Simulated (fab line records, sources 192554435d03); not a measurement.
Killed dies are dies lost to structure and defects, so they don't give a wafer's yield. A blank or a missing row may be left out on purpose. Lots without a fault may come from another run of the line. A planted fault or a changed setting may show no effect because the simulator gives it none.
Problem report in the 8D (eight disciplines) form, filled by code | flow n5_finfet | the parts of the form that need people (team, actions taken, sign-off) are left out

1. THE PROBLEM
spin_speed_rpm at N5_BEOL_M0_SAQP_COAT_105 reads a mean of 1408.0 rpm on 6 wafers of 2 lots; wafers without a fault read 1500.1 rpm with a standard deviation of 0.96. That is -96 standard deviations from the usual mean.
The step: time 60 s, resist thk 100 nm.
First seen on wafer L924.1, day 10 00:11, on litho_track-02. The record holds 18 wafers of 6 lots with a number at this step. Rule for "out", or "out of limits": more than 4 standard deviations from the usual mean. The other wafers with a number count as sound.

2. WHAT IT IS AND WHAT IT IS NOT
question                    | is                     | is not
which readings at this step | spin_speed_rpm         | resist_line_temp_C
which lots                  | L924, L925             | L912, L913, L920, L931
which wafers of those lots  | all that have a number | -
read on which tools         | litho_track-02         | litho_track-05
when                        | from day 10 00:11      | up to then (9 sound wafers); but 3 sound wafers of L931 came after

3. SUSPECTS, AND WHAT RULES EACH OUT
Counting: a tool at a process step up to the reading stays a suspect if it ran every lot that is out and no sound lot after the first of them.
- rie_diel-05 at N5_BEOL_M0_SAQP_STRIP_86 (strips in N2/H2): kept. It ran every lot that is out, first L924 (day 9 22:19), and no sound lot after that; its last sound lot up to then is L912 (day 6 13:00).
- litho_track-02 at N5_BEOL_M0_SAQP_COAT_105 (time 60 s, resist thk 100 nm): kept. It ran every lot that is out, first L924 (day 10 00:11), and no sound lot after that; its last sound lot up to then is L920 (day 8 18:59). Its own readings are out on those wafers: spin_speed_rpm.
Left after counting: rie_diel-05 at N5_BEOL_M0_SAQP_STRIP_86, litho_track-02 at N5_BEOL_M0_SAQP_COAT_105.

4. THE CAUSE (what the simulator had put in)
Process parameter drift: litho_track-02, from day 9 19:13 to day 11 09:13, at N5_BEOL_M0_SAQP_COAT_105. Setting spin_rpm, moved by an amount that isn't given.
Counting left 2 suspects, and this tool is among them.

5. THE CHAIN OF EFFECTS, in route order
Each row: a reading whose mean over the struck wafers that have a number lies more than 3 standard deviations from the usual. Only readings for which the record gives a usual standard deviation are gone through. hours: the time from each lot's start at the first step in this table that gives one to its start at this step, as a median over the lots. sigmas: the change in usual standard deviations.
hours | step                     | reading        | usual      | on struck wafers | change | sigmas
0     | N5_BEOL_M0_SAQP_COAT_105 | spin_speed_rpm | 1500.1 rpm | 1408.0           | -92.1  | -96
The process steps in it:
- N5_BEOL_M0_SAQP_COAT_105: time 60 s, resist thk 100 nm.
Later measuring or inspecting steps at which every struck wafer that the step has a row for has a number for every such reading, and none has moved that far: N5_BEOL_M4_RC_MEAS_101.

6. WHAT WOULD HAVE CAUGHT IT SOONER
In this record the first reading out of limits was taken at day 10 00:11, 5 hours after the fault began at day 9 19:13.
